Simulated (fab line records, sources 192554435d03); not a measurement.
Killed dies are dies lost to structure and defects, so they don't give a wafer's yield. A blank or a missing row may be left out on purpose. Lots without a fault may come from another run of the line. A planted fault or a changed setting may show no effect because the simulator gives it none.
fab line records | flow n5_finfet | part 2 of 2: steps 25 to 37 of 37
record lots=5 wafers=15 last_day=16
route steps=1938 shown STI_FIN_REVEAL@183 DUMMY_GATE@212
lots that met no fault: from a run of the same line without faults
start_h: hours from the record's first day to the start of the lot's first wafer shown | wait_h: hours since the lot's step before | " the same as in the row above | L1.1+2: a row that stands for several wafers | - no value, or no start given | * or withheld: withheld | < > ~ a bound
route shown NAME@n: a module of which the file shows steps, and the number in the route of the first | usual: mean/standard deviation of fault-free wafers | same: alike in all rows | chamber/n: place in a boat | sites: the reading at each site | _std_site: their standard deviation | _edge_site: outer sites' mean less inner sites' | radius_mm: how far each site lies from the wafer's centre | mask NAME#n: copy n | behind: the tool/chamber that last shaped the wafer | hold: why the lot was held/for how many hours/how that ended | device: the transistor (n, p or np) that didn't switch | end of line: the same wafers' tests at the end of the route | a step without rows: its recipe alone | killed: dies lost to structure and defects at the first sort, not the wafer's yield | map: a wafer's dies, x killed, . not, _ none there
set.NAME: the setting as run; set.NAME@STEP: as run at that earlier step | model.NAME: the simulator's own value behind a step, which no gauge read
lots at some steps of the route; a table a step, a row a wafer
services: from which hour (start_h, from the record's first day; less than 0 if before it) a tool's chamber was out of use, for how many hours, and why
## steps
# step N5_STI_FIN_REVEAL_CD_MEAS_22
# recipe target_cd_nm=6.238 pitch_nm=28 polarity=line
# usual cd_nm=6.21/0.23
# columns lot.wafer tool chamber start_h wait_h cd_nm
L079.1 cd_sem-02 - 66.92 0.0 6.19
L079.3 " - " " 6.39
L079.6 " - " " 6.26
L084.1 cd_sem-01 - 96.48 0.0 6.51
L084.4 " - " " 6.34
L084.5 " - " " 6.47
L088.1 cd_sem-02 - 123.42 0.0 6.13
L088.4 " - " " 6.83
L088.6 " - " " 6.17
L092.1 cd_sem-03 - 144.55 0.0 6.09
L092.4 " - " " 6.50
L092.6 " - " " 6.37
L093.2 cd_sem-02 - 150.30 0.0 6.28
L093.4 " - " " 6.39
L093.5 " - " " 5.81
# step N5_STI_FIN_REVEAL_FIN_H_MEAS_10
# usual trench_depth_nm=51.7/0.67
# columns lot.wafer tool chamber start_h wait_h trench_depth_nm
L079.1 ocd-01 - 66.95 0.0 51.2
L079.3 " - " " 51.9
L079.6 " - " " 52.8
L084.1 ocd-01 - 96.51 0.0 52.1
L084.4 " - " " 52.3
L084.5 " - " " 52.5
L088.1 ocd-01 - 123.45 0.0 51.7
L088.4 " - " " 51.3
L088.6 " - " " 53.1
L092.1 ocd-01 - 144.58 0.0 51.4
L092.4 " - " " 51.1
L092.6 " - " " 51.1
L093.2 ocd-02 - 150.33 0.0 51.1
L093.4 " - " " 50.5
L093.5 " - " " 50.3
# step N5_STI_FIN_REVEAL_PRECLEAN_18
# recipe chemistry=SC2 time_s=45 temp_c=35 mix=1:1:50
# same time_s=45
# columns lot.wafer tool chamber start_h wait_h
L079.1+3+6 wet_bench-01 1,6,5 66.99 0.0
L084.1+4+5 wet_bench-05 6,2,3 96.54 0.0
L088.1+4+6 wet_bench-01 4,5,2 123.48 0.0
L092.1+4+6 wet_bench-03 1,2,7 144.62 0.0
L093.2+4+5 wet_bench-05 4,6,5 150.36 0.0
# step N5_STI_FIN_REVEAL_SRD_28
# recipe dry=ipa_marangoni time_s=30 temp_c=23 rinse_liquid=diw
# same time_s=30
# columns lot.wafer tool chamber start_h wait_h
L079.1+3+6 wet_bench-01 1,6,5 67.00 0.0
L084.1+4+5 wet_bench-05 6,2,3 96.56 0.0
L088.1+4+6 wet_bench-01 4,5,2 123.50 0.0
L092.1+4+6 wet_bench-03 1,2,7 144.63 0.0
L093.2+4+5 wet_bench-05 4,6,5 150.38 0.0
# step N5_STI_FIN_REVEAL_INSPECT_13
# recipe inspect_instrument=darkfield mode=post_clean
# usual raw_defect_count=12/4.7
# columns lot.wafer tool chamber start_h wait_h raw_defect_count
L079.1 defect_inspect-02 - 67.04 0.0 28
L079.3 " - " " 17
L079.6 " - " " 14
L084.1 defect_inspect-01 - 96.60 0.0 10
L084.4 " - " " 6
L084.5 " - " " 10
L088.1 defect_inspect-01 - 123.54 0.0 6
L088.4 " - " " 16
L088.6 " - " " 11
L092.1 defect_inspect-02 - 144.67 0.0 2
L092.4 " - " " 7
L092.6 " - " " 12
L093.2 defect_inspect-01 - 150.42 0.0 14
L093.4 " - " " 20
L093.5 " - " " 20
# step N5_DUMMY_GATE_PRECLEAN_00
# recipe chemistry=O3/DIW time_s=60 temp_c=22 o3_ppm=10
# same time_s=60
# columns lot.wafer tool chamber start_h wait_h
L079.1+3+6 wet_bench-04 2,3,0 67.07 0.0
L084.1+4+5 wet_bench-02 3,4,0 96.63 0.0
L088.1+4+6 wet_bench-06 0,1,5 123.57 0.0
L092.1+4+6 wet_bench-02 6,0,5 144.70 0.0
L093.2+4+5 wet_bench-02 1,4,2 150.45 0.0
# step N5_DUMMY_GATE_SRD_01
# recipe time_s=30 temp_c=23 rinse_liquid=diw dry=ipa_marangoni
# same time_s=30
# columns lot.wafer tool chamber start_h wait_h
L079.1+3+6 wet_bench-04 2,3,0 67.09 0.0
L084.1+4+5 wet_bench-02 3,4,0 96.65 0.0
L088.1+4+6 wet_bench-06 0,1,5 123.59 0.0
L092.1+4+6 wet_bench-02 6,0,5 144.72 0.0
L093.2+4+5 wet_bench-02 1,4,2 150.47 0.0
# step N5_DUMMY_GATE_ALD_02
# recipe material=SiO2 target_thk_a=20 temp_c=300 ald_precursor_family=BDEAS ald_co_reactant=O2-plasma pulse_time_s=1 pressure_torr=2
# usual heater_power_w=502/38 precursor_pulse_height_rel=1.004/0.02
# columns lot.wafer tool chamber start_h wait_h heater_power_w precursor_pulse_height_rel since_wet_clean_h
L079.1 ald_sin-03 1 67.14 0.0 507 0.962 255
L079.3 " 2 " " 535 0.971 255
L079.6 " 0 " " 437 0.994 -
L084.1 ald_sin-02 3 96.95 0.3 495 0.991 194
L084.4 " 1 " " 531 1.008 194
L084.5 " 0 " " 531 1.006 -
L088.1 ald_sin-02 2 124.02 0.4 547 1.003 221
L088.4 " 1 " " 537 1.014 221
L088.6 " 0 " " 527 0.993 -
L092.1 ald_sin-02 3 144.77 0.0 511 1.024 242
L092.4 " 1 " " 540 0.996 242
L092.6 " 2 " " 516 0.963 -
L093.2 ald_sin-02 1 150.51 0.0 531 1.026 247
L093.4 " 0 " " 518 1.021 247
L093.5 " 2 " " 555 0.993 -
# step N5_DUMMY_GATE_CVD_03
# recipe material=a-Si target_thk_a=1500 temp_c=530 precursor=SiH4 time_s=8042
# same time_s=8042
# columns lot.wafer tool chamber start_h wait_h
L079.1+3+6 lpcvd-02 0/15,0/25,0/39 67.24 0.1
L084.1+4+5 lpcvd-01 1/15,1/29,1/34 97.05 0.1
L088.1+4+6 lpcvd-02 0/90,0/104,0/114 124.21 0.2
L092.1+4+6 lpcvd-02 1/90,1/104,1/114 144.87 0.1
L093.2+4+5 lpcvd-02 1/20,1/29,1/34 150.62 0.1
# step N5_DUMMY_GATE_PRECLEAN_46
# recipe chemistry=DIW time_s=89.5 temp_c=23
# same time_s=89.5
# columns lot.wafer tool chamber start_h wait_h
L079.1+3+6 wet_bench-02 2,1,3 70.92 0.0
L084.1+4+5 wet_bench-02 4,1,2 100.73 0.0
L088.1+4+6 wet_bench-06 5,2,3 127.88 0.0
L092.1+4+6 wet_bench-02 1,5,2 148.55 0.0
L093.2+4+5 wet_bench-02 4,7,5 156.12 0.0
# step N5_DUMMY_GATE_SRD_47
# recipe dry_time_s=32 dry=n2_spin spin_rpm=1500
# usual spin_rpm=1500.0/0.72
# same dry_time_s=32
# columns lot.wafer tool chamber start_h wait_h spin_rpm
L079.1 wet_bench-02 2 70.95 0.0 1500.8
L079.3 " 1 " " 1499.1
L079.6 " 3 " " 1500.5
L084.1 wet_bench-02 4 100.76 0.0 1498.7
L084.4 " 1 " " 1500.5
L084.5 " 2 " " 1499.1
L088.1 wet_bench-06 5 127.91 0.0 1499.8
L088.4 " 2 " " 1500.3
L088.6 " 3 " " 1500.2
L092.1 wet_bench-02 1 148.57 0.0 1501.4
L092.4 " 5 " " 1499.6
L092.6 " 2 " " 1499.7
L093.2 wet_bench-02 4 156.15 0.0 1499.3
L093.4 " 7 " " 1499.9
L093.5 " 5 " " 1498.6
# step N5_DUMMY_GATE_CMP_04
# recipe material=a-Si post_cmp_clean=alkaline_brush
# usual motor_current_A=10.4/0.87 time_to_endpoint_s=12.9/1.9
# columns lot.wafer tool chamber start_h wait_h motor_current_A time_to_endpoint_s
L079.3 cmp-02 2 70.98 0.0 9.1 11.9
L079.1 " 1 " " 12.3 10.9
L079.6 " 3 " " 9.2 13.1
L084.4 cmp-01 3 100.85 0.1 10.5 10.4
L084.1 " 0 " " 9.8 13.6
L084.5 " 1 " " 11.1 11.2
L088.1 cmp-04 0 127.97 0.1 10.0 10.9
L088.4 " 2 " " 9.6 12.1
L088.6 " 3 " " 10.3 11.2
L092.4 cmp-04 3 148.60 0.0 10.6 14.2
L092.1 " 2 " " 9.7 13.0
L092.6 " 0 " " 10.1 13.5
L093.2 cmp-01 1 156.18 0.0 11.2 14.7
L093.4 " 3 " " 10.2 14.4
L093.5 " 1 " " 10.5 16.4
# step N5_DUMMY_GATE_THK_MEAS_05
# usual thk_nm=71.6/0.91
# columns lot.wafer tool chamber start_h wait_h thk_nm
L079.1 film_metro-01 - 71.22 0.1 72.1
L079.3 " - " " 72.4
L079.6 " - " " 71.1
L084.1 film_metro-02 - 101.03 0.1 71.6
L084.4 " - " " 73.2
L084.5 " - " " 72.8
L088.1 film_metro-01 - 128.18 0.2 69.7
L088.4 " - " " 70.2
L088.6 " - " " 70.5
L092.1 film_metro-02 - 148.85 0.1 71.6
L092.4 " - " " 72.7
L092.6 " - " " 70.4
L093.2 film_metro-02 - 156.42 0.2 72.3
L093.4 " - " " 71.2
L093.5 " - " " 71.7
## services
# columns tool chamber start_h hours kind
rie_diel-02 - 35.44 0.6 repair
rie_diel-02 0 38.20 4.3 repair
rie_diel-05 0 40.26 8.8 repair
cmp-02 - 47.75 3.6 repair
ald_sin-03 0 56.16 5.3 repair
rie_si-05 3 63.13 4.8 repair
cmp-04 - 64.51 0.4 repair
rie_diel-05 0 67.15 3.7 repair
rie_si-05 - 76.48 2.8 pm
cmp-04 - 82.26 5.0 pm
rie_diel-02 2 90.82 4.3 repair
vapor_etch-02 - 92.49 15.6 pm
wet_bench-02 - 97.30 1.0 repair
ald_sin-03 1 101.55 18.4 repair
plasma_asher-02 - 112.53 15.6 pm
rie_diel-05 3 117.14 1.4 repair
wet_bench-02 - 121.53 4.4 pm
wet_bench-03 - 127.29 1.1 repair
rie_si-05 0 130.86 1.6 repair
cmp-02 - 134.51 5.8 pm
rie_si-05 0 136.57 3.3 repair
cmp-02 - 141.38 4.0 pm
wet_bench-05 - 148.14 1.9 pm
wet_bench-01 - 148.17 3.1 repair
